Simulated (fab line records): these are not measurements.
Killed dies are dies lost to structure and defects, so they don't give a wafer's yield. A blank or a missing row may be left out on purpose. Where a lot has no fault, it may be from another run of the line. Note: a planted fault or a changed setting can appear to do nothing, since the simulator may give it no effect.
fab line records    flow n5_finfet
record lots=12  wafers=33  last_day=20
route steps=1938 shown FIN_SAQP@139 STI_FIN_REVEAL@187 PASSIVATION@1936
lots that met no fault: taken from a fault-free run of the same line
start_h: hours from the record's opening day to when the first of the lot's shown wafers began    wait_h: hours since the lot's step before    " the same as in the row above    L1.1+2: a row that stands for several wafers    - no value, or no start was given    * or withheld: withheld    < > ~ a bound
route shown NAME@n: NAME is a module with steps in the file, n the number in the route of the first one    usual: mean/standard deviation of fault-free wafers    same: alike in all rows    chamber/n: place in a boat    sites: per-site readings    _std_site: standard deviation of those values    _edge_site: the outer-site mean with the inner-site mean subtracted    radius_mm: for every site, how far away it sits from the centre of the wafer    mask NAME#n: copy n    behind: the tool/chamber that last shaped the wafer    hold: cause of the lot's hold/its duration in hours/its outcome    device: transistor that didn't switch, given as n, p or np    end of line: the tests these same wafers got at the end of their route    a step given without rows: its recipe and nothing more    killed: the dies lost at the first sort to structure and to defects; this is not the yield of the wafer    map: the dies of a wafer, with x for killed, . for not killed, _ for no die there
set.NAME: the setting the step ran with; set.NAME@STEP: the setting that earlier step ran with    model.NAME: the simulator's own value behind a step, which no gauge read
the route's steps for a sample of lots (tables are steps, rows are wafers)
services: from which hour (start_h, from the record's first day; less than 0 if before it) a tool's chamber was out of use, for how many hours, and why
## steps
# step N5_FIN_SAQP_SPACER2_ETCHBACK_29
# recipe chemistry=CHF3/O2  mode=anisotropic_etchback  target=SiO2  target_depth_a=122  time_s=6.1  pressure_mtorr=30  source_w=650  bias_w=170  Ar_flow_sccm=200  CHF3_flow_sccm=50  O2_flow_sccm=5  ion_energy_ev=200
# usual drypump_motor_current_A=5.6/0.42  oes_product_au=0.77/0.058  rf_vpp_V=527/15  showerhead_plenum_p_Torr=2.41/0.088  throttle_valve_pct=18.93/0.22
lot.wafer  tool         chamber  start_h  wait_h  drypump_motor_current_A  oes_product_au  rf_hours_counter_h  rf_vpp_V  showerhead_plenum_p_Torr  throttle_valve_pct
L369.2     rie_diel-01  1        27.72    0.2     5.8                      0.87            57                  556       2.57                      18.71
L369.3     "            0        "        "       6.2                      0.74            182                 518       2.51                      19.10
L369.5     "            1        "        "       5.8                      0.87            -                   555       2.57                      18.70
L373.1     rie_diel-04  1        50.07    0.2     6.1                      0.76            134                 515       2.33                      19.11
L373.3     "            3        "        "       5.5                      0.82            103                 507       2.33                      18.82
L373.6     "            0        "        "       5.8                      0.81            -                   551       2.42                      18.40
L376.3     rie_diel-01  0        67.42    0.2     6.2                      0.72            195                 516       2.50                      19.10
L376.4     "            2        "        "       5.1                      0.74            168                 516       2.42                      19.09
L381.2     rie_diel-01  3        99.86    0.3     5.1                      0.78            110                 532       2.32                      18.90
L381.4     "            0        "        "       6.3                      0.70            208                 515       2.50                      19.11
L381.6     "            0        "        "       6.2                      0.70            -                   516       2.50                      19.12
L382.1     rie_diel-01  0        104.10   0.2     6.2                      0.71            210                 517       2.50                      19.13
L382.2     "            2        "        "       5.1                      0.73            182                 516       2.41                      19.12
L382.4     "            3        "        "       5.0                      0.79            112                 530       2.32                      18.92
L383.1     rie_diel-01  3        109.27   0.2     5.0                      0.79            114                 532       2.32                      18.92
L383.2     "            0        "        "       6.2                      0.70            212                 515       2.50                      19.13
L383.6     "            0        "        "       6.3                      0.70            -                   516       2.50                      19.13
L384.2     rie_diel-01  3        116.11   0.2     5.0                      0.79            117                 530       2.32                      18.93
L384.6     "            3        "        "       5.1                      0.78            -                   532       2.32                      18.93
L385.1     rie_diel-01  0        120.98   0.2     6.2                      0.70            216                 515       2.50                      19.15
L385.3     "            2        "        "       5.1                      0.72            188                 517       2.41                      19.13
L385.5     "            2        "        "       5.1                      0.72            -                   517       2.41                      19.13
L388.3     rie_diel-04  2        139.34   0.2     5.6                      0.92            20                  521       2.48                      19.10
L388.6     "            0        "        "       5.8                      0.80            -                   551       2.41                      18.44
L390.2     rie_diel-04  3        151.00   0.2     5.5                      0.78            139                 506       2.32                      18.89
L390.4     "            1        "        "       6.2                      0.73            170                 517       2.32                      19.19
L390.5     "            0        "        "       5.8                      0.80            -                   551       2.41                      18.45
L391.2     rie_diel-05  2        159.57   0.2     5.3                      0.69            212                 529       2.50                      19.05
L391.3     "            1        "        "       6.2                      0.79            129                 524       2.40                      19.13
L391.4     "            3        "        "       5.5                      0.68            224                 518       2.31                      18.93
L392.1     rie_diel-05  2        163.51   0.3     5.3                      0.70            214                 528       2.50                      19.07
L392.4     "            1        "        "       6.1                      0.79            130                 525       2.40                      19.14
L392.6     "            0        "        "       5.1                      0.75            -                   524       2.30                      18.74
# step N5_FIN_SAQP_OCD_MEAS_76
# usual trench_depth_nm=120.4/2.3
lot.wafer  tool    chamber  start_h  wait_h  trench_depth_nm
L369.2     ocd-02  -        28.47    0.0     121.2
L369.3     "       -        "        "       122.6
L369.5     "       -        "        "       119.6
L373.1     ocd-02  -        50.83    0.0     121.2
L373.3     "       -        "        "       122.8
L373.6     "       -        "        "       120.1
L376.3     ocd-01  -        68.18    0.0     125.4
L376.4     "       -        "        "       116.8
L381.2     ocd-01  -        100.63   0.0     117.1
L381.4     "       -        "        "       121.7
L381.6     "       -        "        "       121.3
L382.1     ocd-02  -        104.85   0.0     117.0
L382.2     "       -        "        "       124.8
L382.4     "       -        "        "       119.1
L383.1     ocd-02  -        110.02   0.0     121.7
L383.2     "       -        "        "       120.5
L383.6     "       -        "        "       121.3
L384.2     ocd-01  -        117.09   0.0     119.2
L384.6     "       -        "        "       121.9
L385.1     ocd-01  -        121.73   0.0     121.6
L385.3     "       -        "        "       123.1
L385.5     "       -        "        "       120.3
L388.3     ocd-01  -        140.10   0.0     117.9
L388.6     "       -        "        "       126.4
L390.2     ocd-01  -        151.75   0.0     120.9
L390.4     "       -        "        "       120.5
L390.5     "       -        "        "       119.4
L391.2     ocd-02  -        160.31   0.0     119.6
L391.3     "       -        "        "       120.4
L391.4     "       -        "        "       123.9
L392.1     ocd-02  -        164.48   0.0     120.3
L392.4     "       -        "        "       116.9
L392.6     "       -        "        "       119.1
# step N5_STI_FIN_REVEAL_CMP_04
# recipe stop_on=Si3N4  t_overpolish_s=4  down_force_psi=2  platen_rpm=54.18  post_cmp_clean=alkaline_brush  pad_velocity_m_s=1.078  target_thk_nm=131.83
# usual motor_current_A=8.2/1  overpolish_run_s=4.001/0.0089  pad_life_wafers=1193/710  time_to_endpoint_s=107/8.5
# same t_overpolish_s=4
lot.wafer  tool    chamber  start_h  wait_h  motor_current_A  overpolish_run_s  pad_life_wafers  time_to_endpoint_s
L369.3     cmp-01  0        35.11    0.0     9.3              4.023             1794             96
L369.2     "       2        "        "       8.1              3.996             1796             103
L369.5     "       0        "        "       9.6              4.014             -                97
L373.3     cmp-01  3        58.05    0.0     7.7              3.995             1968             106
L373.1     "       2        "        "       7.9              4.009             1971             104
L373.6     "       0        "        "       9.1              4.000             -                100
L376.3     cmp-02  3        75.11    0.0     7.9              4.002             726              100
L376.4     "       0        "        "       10.3             4.000             727              58
L381.4     cmp-02  1        107.30   0.0     8.1              4.002             1002             58
L381.2     "       0        "        "       10.5             4.015             1005             105
L381.6     "       1        "        "       7.7              4.010             -                105
L382.4     cmp-04  2        112.00   0.0     7.2              3.990             1974             118
L382.1     "       0        "        "       7.9              4.013             1976             119
L382.2     "       1        "        "       9.3              3.991             1977             120
L383.1     cmp-04  3        117.09   0.0     8.5              4.004             2016             123
L383.2     "       0        "        "       8.4              3.994             2017             117
L383.6     "       3        "        "       8.7              3.993             -                123
L384.2     cmp-04  2        123.70   0.0     7.4              4.022             2064             119
L384.6     "       3        "        "       8.5              3.995             -                128
L385.3     cmp-01  2        128.65   0.1     8.1              3.994             313              106
L385.1     "       0        "        "       9.3              4.003             315              106
L385.5     "       2        "        "       8.3              4.005             -                106
L388.3     cmp-04  1        147.50   0.1     8.8              4.008             177              104
L388.6     "       2        "        "       7.3              4.002             -                101
L390.4     cmp-04  3        158.58   0.1     9.0              4.008             289              114
L390.2     "       0        "        "       8.0              3.997             290              105
L390.5     "       2        "        "       7.0              4.010             -                104
L391.3     cmp-01  3        167.01   0.0     7.6              4.002             468              109
L391.2     "       0        "        "       9.1              4.018             469              107
L391.4     "       2        "        "       8.3              3.985             471              109
L392.4     cmp-02  0        171.02   0.1     10.4             4.001             1453             111
L392.1     "       1        "        "       7.8              4.003             1454             112
L392.6     "       3        "        "       7.7              3.996             -                106
# step N5_STI_FIN_REVEAL_THK_MEAS_05
# usual thk_nm=132.0/1.2
lot.wafer  tool           chamber  start_h  wait_h  thk_nm
L369.2     film_metro-02  -        35.41    -       131.5
L369.3     "              -        "        "       130.2
L369.5     "              -        "        "       131.0
L373.1     film_metro-01  -        58.35    -       132.4
L373.3     "              -        "        "       132.5
L373.6     "              -        "        "       131.8
L376.3     film_metro-01  -        75.41    -       131.1
L376.4     "              -        "        "       129.4
L381.2     film_metro-02  -        107.60   -       132.2
L381.4     "              -        "        "       128.0
L381.6     "              -        "        "       131.6
L382.1     film_metro-01  -        112.29   -       132.4
L382.2     "              -        "        "       131.7
L382.4     "              -        "        "       130.7
L383.1     film_metro-02  -        117.38   -       131.7
L383.2     "              -        "        "       131.1
L383.6     "              -        "        "       132.3
L384.2     film_metro-01  -        124.00   -       133.1
L384.6     "              -        "        "       134.3
L385.1     film_metro-02  -        128.91   -       131.6
L385.3     "              -        "        "       131.6
L385.5     "              -        "        "       132.1
L388.3     film_metro-02  -        147.68   -       132.7
L388.6     "              -        "        "       132.2
L390.2     film_metro-02  -        158.84   -       133.0
L390.4     "              -        "        "       134.3
L390.5     "              -        "        "       132.4
L391.2     film_metro-01  -        167.30   -       132.5
L391.3     "              -        "        "       133.3
L391.4     "              -        "        "       132.8
L392.1     film_metro-01  -        171.28   -       132.5
L392.4     "              -        "        "       131.8
L392.6     "              -        "        "       130.8
# step N5_STI_FIN_REVEAL_ETCHBACK_08
# recipe chemistry=C4F6/O2  target=SiO2  target_depth_a=305  time_s=10.167  ion_energy_ev=250  pressure_mtorr=30  source_w=345  bias_w=185  Ar_flow_sccm=300  C4F6_flow_sccm=10  O2_flow_sccm=10
# usual drypump_motor_current_A=5.6/0.41  oes_product_au=0.77/0.061  rf_vpp_V=667/16  showerhead_plenum_p_Torr=2.83/0.1  throttle_valve_pct=21.22/0.24
lot.wafer  tool         chamber  start_h  wait_h  drypump_motor_current_A  oes_product_au  rf_hours_counter_h  rf_vpp_V  showerhead_plenum_p_Torr  throttle_valve_pct
L369.2     rie_diel-01  3        35.65    0.2     5.0                      0.83            86                  674       2.75                      21.14
L369.3     "            1        "        "       5.8                      0.87            59                  708       3.04                      21.02
L369.5     "            2        "        "       5.1                      0.75            -                   655       2.85                      21.32
L373.1     rie_diel-04  1        58.71    0.2     6.1                      0.76            136                 656       2.76                      21.40
L373.3     "            3        "        "       5.5                      0.82            106                 642       2.75                      21.07
L373.6     "            1        "        "       6.1                      0.76            -                   657       2.76                      21.42
L376.3     rie_diel-05  2        75.84    0.2     5.2                      0.73            183                 674       2.98                      21.36
L376.4     "            1        "        "       6.2                      0.81            100                 668       2.85                      21.40
L381.2     rie_diel-05  2        108.20   0.2     5.3                      0.71            192                 673       2.97                      21.37
L381.4     "            0        "        "       5.1                      0.77            162                 664       2.73                      20.98
L381.6     "            3        "        "       5.5                      0.68            -                   656       2.74                      21.19
L382.1     rie_diel-04  3        112.58   0.2     5.5                      0.81            126                 643       2.74                      21.09
L382.2     "            2        "        "       5.6                      0.95            10                  668       2.94                      21.51
L382.4     "            1        "        "       6.2                      0.75            157                 656       2.75                      21.44
L383.1     rie_diel-05  0        117.62   0.2     5.1                      0.77            165                 665       2.72                      20.97
L383.2     "            1        "        "       6.2                      0.80            112                 668       2.85                      21.43
L383.6     "            2        "        "       5.3                      0.71            -                   672       2.97                      21.35
L384.2     rie_diel-05  3        124.45   0.4     5.4                      0.68            211                 657       2.74                      21.18
L384.6     "            3        "        "       5.4                      0.68            -                   657       2.74                      21.18
L385.1     rie_diel-05  2        129.30   0.3     5.3                      0.71            199                 672       2.97                      21.36
L385.3     "            0        "        "       5.2                      0.76            169                 664       2.72                      21.00
L385.5     "            2        "        "       5.3                      0.72            -                   673       2.97                      21.38
L388.3     rie_diel-01  1        148.09   0.1     5.8                      0.82            98                  706       3.02                      21.08
L388.6     "            3        "        "       5.0                      0.78            -                   675       2.74                      21.20
L390.2     rie_diel-05  1        159.08   0.2     6.2                      0.80            128                 668       2.84                      21.47
L390.4     "            0        "        "       5.1                      0.75            180                 664       2.72                      21.01
L390.5     "            2        "        "       5.3                      0.69            -                   674       2.96                      21.40
L391.2     rie_diel-04  3        167.54   0.2     5.5                      0.78            141                 643       2.73                      21.12
L391.3     "            2        "        "       5.6                      0.92            25                  668       2.94                      21.53
L391.4     "            0        "        "       5.8                      0.78            125                 700       2.85                      20.69
L392.1     rie_diel-01  0        171.52   0.2     6.3                      0.69            231                 654       2.94                      21.43
L392.4     "            2        "        "       5.1                      0.71            202                 656       2.83                      21.38
L392.6     "            2        "        "       5.1                      0.71            -                   655       2.83                      21.38
# step N5_PASSIVATION_PROBE_49
# usual killed_at_M0_to_M3=36/10  killed_at_M4_up=14/5.2  killed_at_contacts=12/6  killed_at_front_end=37/10  killed_at_other=4/3.3  killed_dies=104/18  killed_open=68/14  killed_short=34/7.4
# same gross_dies=1180  killed_at_back_side=0
lot.wafer  tool       chamber  start_h  wait_h  killed_at_M0_to_M3  killed_at_M4_up  killed_at_contacts  killed_at_front_end  killed_at_other  killed_dies  killed_open  killed_short
L381.2     prober-02  -        419.64   0.1     24                  12               25                  29                   2                92           55           36
L381.4     prober-02  -        419.74   0.2     30                  21               9                   43                   4                107          60           47
L381.6     prober-02  -        419.84   0.3     35                  21               17                  28                   2                103          75           28
# killed by level:class
L381.2 MOL_CONTACT_COAG:geometric_particle:open=20 FIN_SAQP:geometric_particle:short=5 MOL_CONTACT_COAG:geometric_particle:short=5 BEOL_M0_SAQP:geometric_particle:open=5 BEOL_M3:geometric_particle:short=5 DUMMY_GATE:geometric_particle:open=4 BEOL_M5:geometric_particle:short=4 BEOL_M0_SAQP:geometric_particle:short=4
L381.4 FIN_SAQP:geometric_particle:open=13 BEOL_M0_SAQP:geometric_particle:open=9 BEOL_M0_SAQP:geometric_particle:short=9 MOL_CONTACT_COAG:geometric_particle:open=6 BEOL_M5:geometric_particle:short=6 FIN_SAQP:geometric_particle:short=5 ILD0:geometric_particle:short=5 DUMMY_GATE:geometric_particle:open=4
L381.6 MOL_CONTACT_COAG:geometric_particle:open=15 BEOL_M0_SAQP:geometric_particle:open=15 DUMMY_GATE:geometric_particle:open=7 BEOL_M4:geometric_particle:open=7 BEOL_M3:geometric_particle:open=6 BEOL_M0_SAQP:geometric_particle:short=6 FIN_SAQP:geometric_particle:open=5 ILD0:geometric_particle:short=5
## services
tool         chamber  start_h  hours  kind
cmp-02       -        11.81    4.2    repair
cmp-04       -        17.04    1.6    repair
cmp-02       -        48.72    1.1    repair
cmp-02       -        50.33    4.2    repair
cmp-02       -        58.36    0.8    repair
cmp-04       -        59.80    5.8    pm
rie_diel-04  2        60.97    -      clean
rie_diel-04  2        60.97    -      consumable_replace:focus_ring
rie_diel-04  2        60.97    17.9   scheduled_down
rie_diel-04  2        60.97    17.9   vent_cycle
cmp-01       -        64.88    1.9    repair
cmp-01       -        82.29    1.2    repair
cmp-01       -        85.78    4.0    pm
cmp-01       -        89.78    -      consumable_replace:conditioner
cmp-01       -        89.78    -      consumable_replace:pad
cmp-04       -        125.71   4.0    pm
cmp-04       -        129.71   -      consumable_replace:conditioner
cmp-04       -        129.71   -      consumable_replace:pad
cmp-01       -        143.49   16.2   pm
cmp-02       -        144.13   7.5    pm
## key
first_sign step=N5_STI_FIN_REVEAL_CMP_04  reading=time_to_endpoint_s  direction=down  sigmas=5.8  usual=*  struck=*
effect step=N5_STI_FIN_REVEAL_THK_MEAS_05  reading=thk_nm  direction=down  sigmas=2.8  usual=*  struck=*
met_at N5_STI_FIN_REVEAL_CMP_04
struck_lots L376,L381
struck_wafers L376.4,L381.4
tester_left_out L376,L381
not_acting_at N5_FIN_SAQP_SPACER2_ETCHBACK_29,N5_FIN_SAQP_OCD_MEAS_76,N5_STI_FIN_REVEAL_ETCHBACK_08
fault kind=process_parameter_drift  tool=cmp-02  chamber=-  onset_h=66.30  steps=N5_STI_FIN_REVEAL_CMP_04  channel=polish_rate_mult  offset=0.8  shape=step  end_h=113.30  scope=struck_wafers_only
# tester_left_out: of these lots the tester's yield and bins aren't shown, on N5 and GAA mostly nor the transistor test; their killed dies are dies lost to structure and defects alone, not to doping, threshold or leakage, so they don't give the yield
